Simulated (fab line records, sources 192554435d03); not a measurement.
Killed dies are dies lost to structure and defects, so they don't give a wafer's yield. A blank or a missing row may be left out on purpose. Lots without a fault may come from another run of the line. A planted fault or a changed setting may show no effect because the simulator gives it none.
Chamber matching | flow n5_finfet | N5_GATE_CUT_ALD_22 on ald_sin-02: 4 sister chambers
The step deposits SiNx, target thk 16 nm, pulse time 1 s, ald cycles 320. 4 wafers are shown with their chamber, then 11 later ones without.

WAFERS WITH THEIR CHAMBER
wafer  | chamber | heater_power_w (W)
L083.5 | 3       | 805
L085.5 | 0       | 1057
L093.4 | 1       | 826
L094.1 | 2       | 852

WAFERS WITHOUT THEIR CHAMBER
wafer  | heater_power_w (W)
L094.4 | 879
L094.5 | 1057
L095.1 | 836
L095.4 | 848
L095.6 | 865
L096.3 | 894
L096.5 | 828
L096.6 | 882
L097.1 | 881
L097.2 | 1039
L097.5 | 874

WHICH CHAMBER EACH WENT THROUGH
wafer  | from the rows above          | in truth
L094.4 | can't be placed: 2 or 1      | 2
L094.5 | 0                            | 0
L095.1 | can't be placed: 1 or 2 or 3 | 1
L095.4 | can't be placed: 2 or 1 or 3 | 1
L095.6 | can't be placed: 2 or 1      | 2
L096.3 | can't be placed: 2 or 1      | 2
L096.5 | can't be placed: 1 or 3 or 2 | 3
L096.6 | can't be placed: 2 or 1      | 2
L097.1 | can't be placed: 2 or 1      | 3
L097.2 | 0                            | 0
L097.5 | can't be placed: 2 or 1      | 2
Placed correctly: 2 of 11. Can't be placed from these rows: 9 (the true chamber is among the candidates in 8). Placed wrongly: 0.
How it was worked out, from the rows above alone: a wafer's distance from a chamber is the root of the sum, over the readings, of the square of ((its reading less the chamber's mean) divided by the reading's scatter). The wafer belongs to the nearest chamber; if the next one is less than 2 further off, it can't be placed. A chamber's mean is the mean of its shown wafers. The scatter: with one shown wafer a chamber, the root of the mean of the squares of how far each hidden wafer lies from its nearest shown one.
